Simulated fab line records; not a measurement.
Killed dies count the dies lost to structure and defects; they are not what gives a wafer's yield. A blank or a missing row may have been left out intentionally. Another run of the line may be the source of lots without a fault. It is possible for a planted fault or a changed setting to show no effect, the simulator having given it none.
Code-filled problem report in 8D (eight disciplines) form	flow nand_harc	the parts of the form that need people (team, actions taken, sign-off) are left out

1. WHAT WENT WRONG
Mean of run_length_s at NHARC_A_WL_FILL_ETCHBACK_17: 34.7 s across 2 wafers in 2 lots; on wafers with no fault it is 48.1 s (standard deviation 0.42). That puts it -32 standard deviations away from the usual mean.
The step: etches the open film in Cl2/BCl3, target depth 4 nm, time 26.7 s.
Seen first at day 24 09:12 on rie_metal-03, wafer L606.3. Wafers with a number at this step in the record: 39, from 13 lots. The rule behind "out" and "out of limits": a value lying over 4 standard deviations away from the usual mean. All remaining wafers that have a number are taken as sound.

2. WHAT IT IS, WHAT IT ISN'T
question	is	is not
which readings at this step	run_length_s	drypump_motor_current_A, oes_product_au
which lots	L606, L607	L597, L598, L604, L608, L609, L613, L615, L617, L618, L619, L620
which wafers of those lots	L606.3, L607.6	L606.2, L606.6, L607.1, L607.5
read on which tools	rie_metal-03	rie_metal-01, rie_metal-02
when	from day 24 09:12	up to then (8 sound wafers); but 29 sound wafers of L604, L607, L608, L609, L613, L615, L617, L618, L619, L620 came after

3. WHAT RULES OUT EACH SUSPECT
Counting: if a tool at a process step up to the reading ran every lot that is out, it stays a suspect. Sound lots after the first of them don't rule it out here, since some wafers of a struck lot are sound.
- rie_metal-03 at NHARC_A_WL_FILL_ETCHBACK_17 (etches the open film in Cl2/BCl3, target depth 4 nm, time 26.7 s): kept. It processed each lot that is out (first: L606, day 24 09:12); up to then, its last sound lot is L597 (day 21 11:38). Its own readings are out on those wafers: run_length_s.
- Within rie_metal-03 at NHARC_A_WL_FILL_ETCHBACK_17: the wafers that are out ran in chamber 0; their sound lot-mates ran in chamber 1.
Left after counting: rie_metal-03 at NHARC_A_WL_FILL_ETCHBACK_17.

4. THE CAUSE (what the simulator had put in)
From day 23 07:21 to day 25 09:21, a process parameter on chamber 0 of rie_metal-03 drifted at NHARC_A_WL_FILL_ETCHBACK_17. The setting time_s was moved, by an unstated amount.
Counting left only this tool.

5. SEQUENCE OF EFFECTS, ordered by route
Each row: a reading where the mean over the struck wafers with a number is more than 3 standard deviations away from the usual. Only readings for which the record gives a usual standard deviation are gone through. hours: the time from each lot's start at the first step in this table that gives one to its start at this step, as a median over the lots. sigmas: the change in usual standard deviations.
hours	step	reading	usual	on struck wafers	change	sigmas
0	NHARC_A_WL_FILL_ETCHBACK_17	run_length_s	48.1 s	34.7	-13.4	-32
Its process steps:
- NHARC_A_WL_FILL_ETCHBACK_17: etches the open film in Cl2/BCl3, target depth 4 nm, time 26.7 s.

6. HOW IT WOULD HAVE BEEN CAUGHT EARLIER
In this record the first reading out of limits was taken at day 24 09:12, 26 hours after the fault began at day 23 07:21.
